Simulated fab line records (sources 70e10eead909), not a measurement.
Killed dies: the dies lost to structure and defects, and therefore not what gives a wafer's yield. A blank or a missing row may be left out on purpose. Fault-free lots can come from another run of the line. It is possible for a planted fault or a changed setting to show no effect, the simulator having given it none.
Which tool was responsible? || flow nand harc || 24 lots, 72 wafers sampled, at 2 steps of a route of 1302

## WHAT EACH GAUGE READ, for each wafer
NHARC_P_CONTACT_INSPECT_14.
{"lot": "L074", "measured": "day 5 21:59", "on": "defect inspect-01", "raw defect count": "4 5 3"}
{"lot": "L075", "measured": "day 6 16:10", "on": "defect inspect-02", "raw defect count": "2 2 5"}
{"lot": "L076", "measured": "day 7 01:56", "on": "defect inspect-01", "raw defect count": "2 4 0"}
{"lot": "L077", "measured": "day 7 04:35", "on": "defect inspect-02", "raw defect count": "1 5 4"}
{"lot": "L078", "measured": "day 7 10:16", "on": "defect inspect-02", "raw defect count": "8 5 6"}
{"lot": "L079", "measured": "day 8 01:14", "on": "defect inspect-02", "raw defect count": "0 3 2"}
{"lot": "L080", "measured": "day 8 11:52", "on": "defect inspect-02", "raw defect count": "1 2 3"}
{"lot": "L081", "measured": "day 8 17:04", "on": "defect inspect-01", "raw defect count": "4 7 1"}
{"lot": "L082", "measured": "day 9 04:09", "on": "defect inspect-02", "raw defect count": "1 4 3"}
{"lot": "L083", "measured": "day 9 17:38", "on": "defect inspect-02", "raw defect count": "8 4 3"}
{"lot": "L084", "measured": "day 9 21:58", "on": "defect inspect-01", "raw defect count": "1 1 1"}
{"lot": "L085", "measured": "day 10 10:22", "on": "defect inspect-01", "raw defect count": "6 7 4"}
{"lot": "L086", "measured": "day 10 19:40", "on": "defect inspect-01", "raw defect count": "4 3 2"}
{"lot": "L087", "measured": "day 11 06:49", "on": "defect inspect-02", "raw defect count": "3 0 1"}
{"lot": "L089", "measured": "day 12 02:22", "on": "defect inspect-01", "raw defect count": "3 7 5"}
{"lot": "L088", "measured": "day 12 03:10", "on": "defect inspect-01", "raw defect count": "5 2 8"}
{"lot": "L090", "measured": "day 13 00:13", "on": "defect inspect-01", "raw defect count": "6 7 1"}
{"lot": "L091", "measured": "day 13 03:49", "on": "defect inspect-02", "raw defect count": "6 6 4"}
{"lot": "L092", "measured": "day 13 13:04", "on": "defect inspect-01", "raw defect count": "5 2 4"}
{"lot": "L094", "measured": "day 14 05:57", "on": "defect inspect-02", "raw defect count": "4 6 6"}
{"lot": "L093", "measured": "day 14 06:50", "on": "defect inspect-01", "raw defect count": "8 7 3"}
{"lot": "L095", "measured": "day 15 02:41", "on": "defect inspect-01", "raw defect count": "2 2 4"}
{"lot": "L096", "measured": "day 15 07:55", "on": "defect inspect-01", "raw defect count": "5 3 7"}
{"lot": "L097", "measured": "day 15 21:14", "on": "defect inspect-02", "raw defect count": "3 0 3"}

## WHICH TOOL RAN EACH LOT (tool, then ch and the chambers of the sampled wafers, then the start)
{"lot": "L074", "NHARC_P_GATE_DESCUM_61": "rie diel-05 ch 0,1,3, day 5 15:44"}
{"lot": "L075", "NHARC_P_GATE_DESCUM_61": "rie diel-05 ch 1,2,3, day 6 09:36"}
{"lot": "L076", "NHARC_P_GATE_DESCUM_61": "rie diel-05 ch 0,2,3, day 6 19:34"}
{"lot": "L077", "NHARC_P_GATE_DESCUM_61": "rie diel-08 ch 0,2,3, day 6 22:10"}
{"lot": "L078", "NHARC_P_GATE_DESCUM_61": "rie diel-07 ch 0,2,3, day 7 04:01"}
{"lot": "L079", "NHARC_P_GATE_DESCUM_61": "rie diel-07 ch 1,2, day 7 18:43"}
{"lot": "L080", "NHARC_P_GATE_DESCUM_61": "rie diel-07 ch 1,2,3, day 8 05:31"}
{"lot": "L081", "NHARC_P_GATE_DESCUM_61": "rie diel-08 ch 1,3, day 8 10:40"}
{"lot": "L082", "NHARC_P_GATE_DESCUM_61": "rie diel-05 ch 0,3, day 8 22:02"}
{"lot": "L083", "NHARC_P_GATE_DESCUM_61": "rie diel-08 ch 0,1,3, day 9 11:20"}
{"lot": "L084", "NHARC_P_GATE_DESCUM_61": "rie diel-05 ch 0,3, day 9 15:46"}
{"lot": "L085", "NHARC_P_GATE_DESCUM_61": "rie diel-08 ch 2,3, day 10 04:01"}
{"lot": "L086", "NHARC_P_GATE_DESCUM_61": "rie diel-07 ch 1,2,3, day 10 13:20"}
{"lot": "L087", "NHARC_P_GATE_DESCUM_61": "rie diel-07 ch 1,2,3, day 11 00:29"}
{"lot": "L089", "NHARC_P_GATE_DESCUM_61": "rie diel-08 ch 0,2,3, day 11 20:01"}
{"lot": "L088", "NHARC_P_GATE_DESCUM_61": "rie diel-07 ch 1,2,3, day 11 20:48"}
{"lot": "L090", "NHARC_P_GATE_DESCUM_61": "rie diel-05 ch 0,2, day 12 17:43"}
{"lot": "L091", "NHARC_P_GATE_DESCUM_61": "rie diel-07 ch 1,2,3, day 12 21:35"}
{"lot": "L092", "NHARC_P_GATE_DESCUM_61": "rie diel-07 ch 2,3, day 13 05:47"}
{"lot": "L094", "NHARC_P_GATE_DESCUM_61": "rie diel-07 ch 0,1,2, day 13 23:28"}
{"lot": "L093", "NHARC_P_GATE_DESCUM_61": "rie diel-08 ch 0,2,3, day 14 00:31"}
{"lot": "L095", "NHARC_P_GATE_DESCUM_61": "rie diel-07 ch 1,2, day 14 20:35"}
{"lot": "L096", "NHARC_P_GATE_DESCUM_61": "rie diel-07 ch 0,1,3, day 15 01:33"}
{"lot": "L097", "NHARC_P_GATE_DESCUM_61": "rie diel-05 ch 0,1,3, day 15 14:55"}
- NHARC_P_GATE_DESCUM_61: chemistry O2, time 3 s.

## WHAT THE TOOLS THEMSELVES READ (means of the sampled wafers that have a number; where no wafer has one, the mark that the record gives instead)
NHARC_P_GATE_DESCUM_61.
{"lot": "L074", "tool": "rie diel-05", "drypump motor current A (A)": 5.3, "oes product au (a.u.)": 0.995, "rf vpp V (V)": 58.3, "showerhead plenum p Torr (Torr)": 1.89, "throttle valve pct (%)": 11.315}
{"lot": "L075", "tool": "rie diel-05", "drypump motor current A (A)": 5.5, "oes product au (a.u.)": 0.999, "rf vpp V (V)": 57.4, "showerhead plenum p Torr (Torr)": 1.91, "throttle valve pct (%)": 11.314}
{"lot": "L076", "tool": "rie diel-05", "drypump motor current A (A)": 5.6, "oes product au (a.u.)": 1.003, "rf vpp V (V)": 58.3, "showerhead plenum p Torr (Torr)": 1.94, "throttle valve pct (%)": 11.312}
{"lot": "L077", "tool": "rie diel-08", "drypump motor current A (A)": 5.3, "oes product au (a.u.)": 1.017, "rf vpp V (V)": 57.7, "showerhead plenum p Torr (Torr)": 1.91, "throttle valve pct (%)": 11.320}
{"lot": "L078", "tool": "rie diel-07", "drypump motor current A (A)": 5.5, "oes product au (a.u.)": 0.986, "rf vpp V (V)": 58.2, "showerhead plenum p Torr (Torr)": 1.96, "throttle valve pct (%)": 11.310}
{"lot": "L079", "tool": "rie diel-07", "drypump motor current A (A)": 5.3, "oes product au (a.u.)": 1.011, "rf vpp V (V)": 57.8, "showerhead plenum p Torr (Torr)": 1.89, "throttle valve pct (%)": 11.314}
{"lot": "L080", "tool": "rie diel-07", "drypump motor current A (A)": 5.4, "oes product au (a.u.)": 0.999, "rf vpp V (V)": 58.0, "showerhead plenum p Torr (Torr)": 1.97, "throttle valve pct (%)": 11.319}
{"lot": "L081", "tool": "rie diel-08", "drypump motor current A (A)": 4.9, "oes product au (a.u.)": 0.995, "rf vpp V (V)": 57.3, "showerhead plenum p Torr (Torr)": 1.92, "throttle valve pct (%)": 11.305}
{"lot": "L082", "tool": "rie diel-05", "drypump motor current A (A)": 5.2, "oes product au (a.u.)": 0.995, "rf vpp V (V)": 58.2, "showerhead plenum p Torr (Torr)": 1.97, "throttle valve pct (%)": 11.310}
{"lot": "L083", "tool": "rie diel-08", "drypump motor current A (A)": 5.2, "oes product au (a.u.)": 1.006, "rf vpp V (V)": 57.7, "showerhead plenum p Torr (Torr)": 1.86, "throttle valve pct (%)": 11.312}
{"lot": "L084", "tool": "rie diel-05", "drypump motor current A (A)": 5.2, "oes product au (a.u.)": 1.011, "rf vpp V (V)": 58.1, "showerhead plenum p Torr (Torr)": 1.97, "throttle valve pct (%)": 11.313}
{"lot": "L085", "tool": "rie diel-08", "drypump motor current A (A)": 5.2, "oes product au (a.u.)": 1.017, "rf vpp V (V)": 57.6, "showerhead plenum p Torr (Torr)": 1.97, "throttle valve pct (%)": 11.314}
{"lot": "L086", "tool": "rie diel-07", "drypump motor current A (A)": 5.4, "oes product au (a.u.)": 1.001, "rf vpp V (V)": 57.7, "showerhead plenum p Torr (Torr)": 1.97, "throttle valve pct (%)": 11.307}
{"lot": "L087", "tool": "rie diel-07", "drypump motor current A (A)": 5.4, "oes product au (a.u.)": 1.000, "rf vpp V (V)": 58.7, "showerhead plenum p Torr (Torr)": 1.97, "throttle valve pct (%)": 11.314}
{"lot": "L089", "tool": "rie diel-08", "drypump motor current A (A)": 5.4, "oes product au (a.u.)": 1.016, "rf vpp V (V)": 57.4, "showerhead plenum p Torr (Torr)": 1.91, "throttle valve pct (%)": 11.311}
{"lot": "L088", "tool": "rie diel-07", "drypump motor current A (A)": 5.4, "oes product au (a.u.)": 1.014, "rf vpp V (V)": 58.5, "showerhead plenum p Torr (Torr)": 1.97, "throttle valve pct (%)": 11.312}
{"lot": "L090", "tool": "rie diel-05", "drypump motor current A (A)": 6.0, "oes product au (a.u.)": 0.999, "rf vpp V (V)": 58.5, "showerhead plenum p Torr (Torr)": 1.91, "throttle valve pct (%)": 11.308}
{"lot": "L091", "tool": "rie diel-07", "drypump motor current A (A)": 5.4, "oes product au (a.u.)": 1.009, "rf vpp V (V)": 57.4, "showerhead plenum p Torr (Torr)": 1.96, "throttle valve pct (%)": 11.311}
{"lot": "L092", "tool": "rie diel-07", "drypump motor current A (A)": 5.7, "oes product au (a.u.)": 0.999, "rf vpp V (V)": 58.3, "showerhead plenum p Torr (Torr)": 2.03, "throttle valve pct (%)": 11.305}
{"lot": "L094", "tool": "rie diel-07", "drypump motor current A (A)": 5.5, "oes product au (a.u.)": 1.005, "rf vpp V (V)": 58.0, "showerhead plenum p Torr (Torr)": 1.88, "throttle valve pct (%)": 11.315}
{"lot": "L093", "tool": "rie diel-08", "drypump motor current A (A)": 5.4, "oes product au (a.u.)": 1.012, "rf vpp V (V)": 57.4, "showerhead plenum p Torr (Torr)": 1.91, "throttle valve pct (%)": 11.317}
{"lot": "L095", "tool": "rie diel-07", "drypump motor current A (A)": 5.6, "oes product au (a.u.)": 1.000, "rf vpp V (V)": 56.9, "showerhead plenum p Torr (Torr)": 1.95, "throttle valve pct (%)": 11.317}
{"lot": "L096", "tool": "rie diel-07", "drypump motor current A (A)": 5.3, "oes product au (a.u.)": 1.007, "rf vpp V (V)": 57.3, "showerhead plenum p Torr (Torr)": 1.89, "throttle valve pct (%)": 11.310}
{"lot": "L097", "tool": "rie diel-05", "drypump motor current A (A)": 5.3, "oes product au (a.u.)": 0.986, "rf vpp V (V)": 57.5, "showerhead plenum p Torr (Torr)": 1.89, "throttle valve pct (%)": 11.318}

## THE ANSWER, worked out from the rows above alone
Rule: what is usual is taken from the lots themselves. The widest of any qualifying gaps counts: lots, ordered by their means at a reading, are off when they make up no more than a third of the lots, leave a main group of 4 or more, and stand apart from it by 3 or more times the standard deviation of that group's means. If all means in a main group match to the digits the tables above print for the reading, that group is not used. A lot without any number at a reading at which 4 lots or more have one is off too. Where the step has rows for the other lots, those lots are counted as sound. First the gauges in route order, then the tools' own readings, where a lot's mean is used as printed above. The first step at which some lot is off is used, and at that step the reading that is off furthest; a lot without a number counts as furthest.
Across all readings shown, no lot is off: no conclusion can be drawn from this.

## WHAT THE SIMULATOR HAD PUT IN
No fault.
